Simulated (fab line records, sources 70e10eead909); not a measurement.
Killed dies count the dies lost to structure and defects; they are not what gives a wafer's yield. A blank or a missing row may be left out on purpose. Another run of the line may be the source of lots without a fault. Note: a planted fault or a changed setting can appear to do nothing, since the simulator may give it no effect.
Chamber matching + flow nandHarc + NHARC_A_CHANNEL_FILL_D1_STRIP_28 on rieDiel-02 has 4 sister chambers
The step strips in O2, time 20 s. 18 wafers are shown with their chamber, then 9 later ones without.

== WAFERS WITH THEIR CHAMBER ==
| wafer  | chamber | showerheadPlenumPTorr (Torr) | drypumpMotorCurrentA (A) | oesProductAu (a.u.) |
|--------|---------|------------------------------|--------------------------|---------------------|
| L077.2 | 0       | 3.31                         | 5.5                      | 1.004               |
| L077.4 | 1       | 3.48                         | 5.7                      | 1.000               |
| L077.6 | 2       | 3.45                         | 5.4                      | 0.998               |
| L082.1 | 0       | 3.31                         | 5.5                      | 1.005               |
| L082.3 | 3       | 3.49                         | 5.7                      | 1.018               |
| L082.5 | 3       | 3.49                         | 5.7                      | 1.006               |
| L085.3 | 2       | 3.45                         | 5.5                      | 0.991               |
| L085.5 | 2       | 3.45                         | 5.5                      | 0.995               |
| L085.6 | 1       | 3.48                         | 5.7                      | 1.004               |
| L084.3 | 3       | 3.49                         | 5.7                      | 1.002               |
| L084.5 | 0       | 3.31                         | 5.5                      | 1.009               |
| L084.6 | 1       | 3.48                         | 5.7                      | 0.994               |
| L088.4 | 0       | 3.31                         | 5.5                      | 1.007               |
| L088.5 | 2       | 3.44                         | 5.5                      | 0.991               |
| L088.6 | 3       | 3.49                         | 5.7                      | 1.005               |
| L091.2 | 3       | 3.49                         | 5.7                      | 0.994               |
| L091.3 | 1       | 3.47                         | 5.7                      | 1.003               |
| L091.6 | 2       | 3.44                         | 5.5                      | 0.993               |

SIGNATURES (averages over the wafers above)
| reading               | chamber 0 | chamber 1 | chamber 2 | chamber 3 | scatter within a chamber |
|-----------------------|-----------|-----------|-----------|-----------|--------------------------|
| showerheadPlenumPTorr | 3.3100    | 3.4775    | 3.4460    | 3.4900    | 0.00373                  |
| drypumpMotorCurrentA  | 5.500     | 5.700     | 5.480     | 5.700     | 0.0239                   |
| oesProductAu          | 1.00625   | 1.00025   | 0.99360   | 1.00500   | 0.00542                  |
Rule: a wafer's distance from a chamber is the root of the sum, over the readings, of the square of ((its reading less the chamber's mean) divided by the reading's scatter). The wafer belongs to the nearest chamber; if the next one is less than 2 further off, it can't be placed. The scatter: take each reading less its chamber's mean, square it, sum over the shown wafers, divide by the number of wafers less the number of chambers, and take the root.

== WAFERS WITHOUT THEIR CHAMBER ==
| wafer  | showerheadPlenumPTorr (Torr) | drypumpMotorCurrentA (A) | oesProductAu (a.u.) |
|--------|------------------------------|--------------------------|---------------------|
| L094.1 | 3.49                         | 5.7                      | 0.999               |
| L094.3 | 3.47                         | 5.7                      | 0.987               |
| L094.6 | 3.44                         | 5.5                      | 0.997               |
| L095.1 | 3.49                         | 5.7                      | 1.014               |
| L095.4 | 3.47                         | 5.7                      | 0.998               |
| L095.5 | 3.31                         | 5.5                      | 1.014               |
| L097.2 | 3.31                         | 5.5                      | 1.013               |
| L097.4 | 3.47                         | 5.7                      | 0.994               |
| L097.5 | 3.31                         | 5.4                      | 1.005               |

== CHAMBER TAKEN BY EACH ==
| wafer  | from the rows above | in truth |
|--------|---------------------|----------|
| L094.1 | 3                   | 3        |
| L094.3 | 1                   | 1        |
| L094.6 | 2                   | 2        |
| L095.1 | 3                   | 3        |
| L095.4 | 1                   | 1        |
| L095.5 | 0                   | 0        |
| L097.2 | 0                   | 0        |
| L097.4 | 1                   | 1        |
| L097.5 | 0                   | 0        |
Placed correctly: 9 of 9. Can't be placed from these rows: 0. Number placed wrongly: 0.
